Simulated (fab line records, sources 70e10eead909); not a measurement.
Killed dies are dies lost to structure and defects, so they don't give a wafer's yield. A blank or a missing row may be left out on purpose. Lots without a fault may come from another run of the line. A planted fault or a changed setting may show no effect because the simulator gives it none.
Which tool did it? | flow nand_harc | 12 lots, 36 wafers sampled, at 6 steps of a route of 1159

WHAT THE GAUGES READ, wafer by wafer
NHARC_A_CONTACT_CD_MEAS_42: target cd 200 nm.
lot  | measured     | on        | cd_nm (nm)
L394 | day 15 23:18 | cd_sem-03 | 200.0 199.9 199.5
L399 | day 16 23:30 | cd_sem-02 | 199.7 199.4 199.4
L400 | day 16 23:52 | cd_sem-02 | 199.6 199.3 199.1
L398 | day 17 04:59 | cd_sem-03 | 200.2 199.9 200.4
L403 | day 18 12:14 | cd_sem-01 | 199.8 199.7 200.0
L402 | day 18 12:24 | cd_sem-02 | 201.1 200.2 200.8
L406 | day 18 23:56 | cd_sem-02 | 199.5 199.5 199.9
L408 | day 19 08:16 | cd_sem-03 | 199.6 199.6 200.1
L409 | day 20 03:46 | cd_sem-02 | 200.3 200.1 200.0
L414 | day 21 17:32 | cd_sem-02 | 199.8 200.0 199.7
L416 | day 22 04:13 | cd_sem-01 | 200.2 200.1 200.6
L417 | day 22 06:30 | cd_sem-01 | 200.1 200.2 200.6

NHARC_A_CONTACT_INSPECT_44.
lot  | measured     | on                | raw_defect_count
L394 | day 15 23:25 | defect_inspect-02 | 32 31 26
L399 | day 16 23:38 | defect_inspect-01 | 33 27 18
L400 | day 16 23:59 | defect_inspect-02 | 17 17 12
L398 | day 17 05:07 | defect_inspect-02 | 4 10 6
L403 | day 18 12:21 | defect_inspect-01 | 7 13 7
L402 | day 18 12:32 | defect_inspect-02 | 35 37 41
L406 | day 19 00:04 | defect_inspect-02 | 29 27 28
L408 | day 19 08:23 | defect_inspect-01 | 55 1348 53
L409 | day 20 03:55 | defect_inspect-01 | 30 1250 34
L414 | day 21 17:40 | defect_inspect-01 | 59 54 65
L416 | day 22 04:20 | defect_inspect-01 | 31 42 43
L417 | day 22 06:38 | defect_inspect-01 | 49 40 37

NHARC_END_SORT_01.
lot  | measured     | on        | killed_at_array | killed_at_other | killed_at_periphery | killed_dies | killed_open | killed_short
L406 | day 22 07:51 | prober-02 | 18 25 22        | 0 5 2           | 6 3 8               | 24 33 32    | 0 2 5       | 1 1 3
L408 | day 22 00:50 | prober-01 | 49 107 62       | 0 0 0           | 8 4 9               | 57 111 71   | 7 4 8       | 2 1 5
L409 | day 23 08:14 | prober-01 | 31 84 23        | 0 0 0           | 0 2 4               | 31 86 27    | 7 5 2       | 4 1 3

WHICH TOOL RAN EACH LOT (tool, then ch and the chambers of the sampled wafers, then the start)
lot  | NHARC_A_CONTACT_DEP_29          | NHARC_A_CONTACT_ETCH_49                       | NHARC_A_CONTACT_ETCH_111
L394 | pecvd-04 ch 1,2, day 15 22:34   | rie_diel-03 ch 1,2, day 16 02:34 or earlier   | har_cap_etch-03 ch 0,1, day 16 02:34
L399 | pecvd-03 ch 0,1,2, day 16 22:56 | rie_diel-10 ch 0,2, day 17 01:11 or earlier   | har_cap_etch-02 ch 0,1, day 17 01:11
L400 | pecvd-01 ch 0,1,2, day 16 23:08 | rie_diel-03 ch 0,2, day 17 01:25 or earlier   | har_cap_etch-03 ch 0,1, day 17 01:25
L398 | pecvd-01 ch 0,1,2, day 17 04:25 | rie_diel-10 ch 0,2,3, day 17 06:40 or earlier | har_cap_etch-01 ch 0,1, day 17 06:40
L403 | pecvd-04 ch 1,2, day 18 11:30   | rie_diel-03 ch 1,3, day 18 13:56 or earlier   | har_cap_etch-02 ch 0,1, day 18 13:56
L402 | pecvd-04 ch 0,1,2, day 18 11:41 | rie_diel-07 ch 0,2,3, day 18 13:53 or earlier | har_cap_etch-03 ch 0,1, day 18 13:53
L406 | pecvd-01 ch 0,1, day 18 23:12   | rie_diel-07 ch 0,1,2, day 19 01:25 or earlier | har_cap_etch-03 ch 0,1, day 19 01:25
L408 | pecvd-01 ch 0,1, day 19 07:32   | rie_diel-10 ch 0,1,3, day 19 09:43 or earlier | har_cap_etch-03 ch 1, day 19 09:43
L409 | pecvd-01 ch 0,1, day 20 03:07   | rie_diel-10 ch 0,2,3, day 20 05:41 or earlier | har_cap_etch-03 ch 0,1, day 20 05:41
L414 | pecvd-04 ch 1,2, day 21 16:51   | rie_diel-10 ch 1,3, day 21 19:14 or earlier   | har_cap_etch-01 ch 0,1, day 21 19:14
L416 | pecvd-03 ch 0,1,2, day 22 03:41 | rie_diel-07 ch 1,2,3, day 22 05:58 or earlier | har_cap_etch-02 ch 0,1, day 22 05:58
L417 | pecvd-04 ch 0,1,2, day 22 05:49 | rie_diel-10 ch 0,1,2, day 22 07:59 or earlier | har_cap_etch-01 ch 0, day 22 07:59
- NHARC_A_CONTACT_DEP_29: deposits SiON, target thk 70 nm.
- NHARC_A_CONTACT_ETCH_49: etches the open film in N2/H2, target depth 260 nm, time 475.3 s.
- NHARC_A_CONTACT_ETCH_111: etches the open film in C4F8/O2/Ar, time 140 s, target depth 700 nm.

WHAT THE TOOLS THEMSELVES READ (means of the sampled wafers that have a number; where no wafer has one, the mark that the record gives instead)
NHARC_A_CONTACT_DEP_29.
lot  | tool     | heater_power_outer_w (W) | heater_power_w (W)
L394 | pecvd-04 | 406                      | 696
L399 | pecvd-03 | 439                      | 764
L400 | pecvd-01 | 403                      | 709
L398 | pecvd-01 | 413                      | 732
L403 | pecvd-04 | 452                      | 741
L402 | pecvd-04 | 470                      | 841
L406 | pecvd-01 | 426                      | 746
L408 | pecvd-01 | 423                      | 748
L409 | pecvd-01 | 405                      | 708
L414 | pecvd-04 | 445                      | 749
L416 | pecvd-03 | 488                      | 830
L417 | pecvd-04 | 469                      | 817

NHARC_A_CONTACT_ETCH_49.
lot  | tool        | drypump_motor_current_A (A) | h2_flow_sccm (sccm) | oes_product_au (a.u.) | rf_vpp_V (V) | showerhead_plenum_p_Torr (Torr) | throttle_valve_pct (%)
L394 | rie_diel-03 | 5.77                        | 150.1               | 0.997                 | 433.1        | 2.14                            | 14.172
L399 | rie_diel-10 | 5.78                        | 149.7               | 1.006                 | 433.0        | 2.12                            | 14.179
L400 | rie_diel-03 | 5.67                        | 150.0               | 0.995                 | 431.6        | 2.07                            | 14.171
L398 | rie_diel-10 | 5.76                        | 149.8               | 1.001                 | 433.7        | 2.14                            | 14.168
L403 | rie_diel-03 | 5.86                        | 150.1               | 0.997                 | 433.1        | 2.14                            | 14.170
L402 | rie_diel-07 | 6.01                        | 150.4               | 0.997                 | 430.9        | 2.07                            | 14.169
L406 | rie_diel-07 | 5.97                        | 150.1               | 0.994                 | 430.2        | 2.00                            | 14.179
L408 | rie_diel-10 | 5.62                        | 150.5               | 0.992                 | 432.2        | 2.11                            | 14.169
L409 | rie_diel-10 | 5.76                        | 149.7               | 1.004                 | 432.5        | 2.14                            | 14.166
L414 | rie_diel-10 | 5.80                        | 149.9               | 1.003                 | 432.8        | 2.12                            | 14.165
L416 | rie_diel-07 | 5.78                        | 149.7               | 0.998                 | 428.7        | 1.96                            | 14.173
L417 | rie_diel-10 | 5.67                        | 150.0               | 1.003                 | 432.8        | 2.09                            | 14.179

THE ANSWER, worked out from the rows above alone
Rule: what is usual is taken from the lots themselves. Put in order of their means at a reading, lots are off if they are a third of the lots or fewer, leave a main group of 4 or more, and stand apart from it by a gap of 3 or more times the standard deviation of the main group's means; of several such gaps the widest counts. A main group whose means are all the same, to the digits that the tables above print for the reading, isn't used. A lot without any number at a reading at which 4 lots or more have one is off too. The other lots that the step has rows for count as sound. The gauges are gone through in route order, then the tools' own readings, and for those a lot's mean is taken as printed above. The first step at which some lot is off is used, and at that step the reading that is off furthest; a lot without a number counts as furthest.
Off: L408, L409, at NHARC_A_CONTACT_INSPECT_44 (raw_defect_count). The main group: mean 29, standard deviation 15.
A tool fits if, at a process step before that reading, it ran every lot that is off, and no sound lot after the first of them. The gauges at NHARC_A_CONTACT_INSPECT_44 are tried like those tools. One fits: pecvd-01 at NHARC_A_CONTACT_DEP_29. Its last sound lot is L406 (day 18 23:12), its first lot that is off L408 (day 19 07:32): a fault that began between those two fits.

WHAT THE SIMULATOR HAD PUT IN
Chamber particle source: pecvd-01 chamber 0, from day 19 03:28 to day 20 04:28, at NHARC_A_CONTACT_DEP_29. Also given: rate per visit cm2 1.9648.
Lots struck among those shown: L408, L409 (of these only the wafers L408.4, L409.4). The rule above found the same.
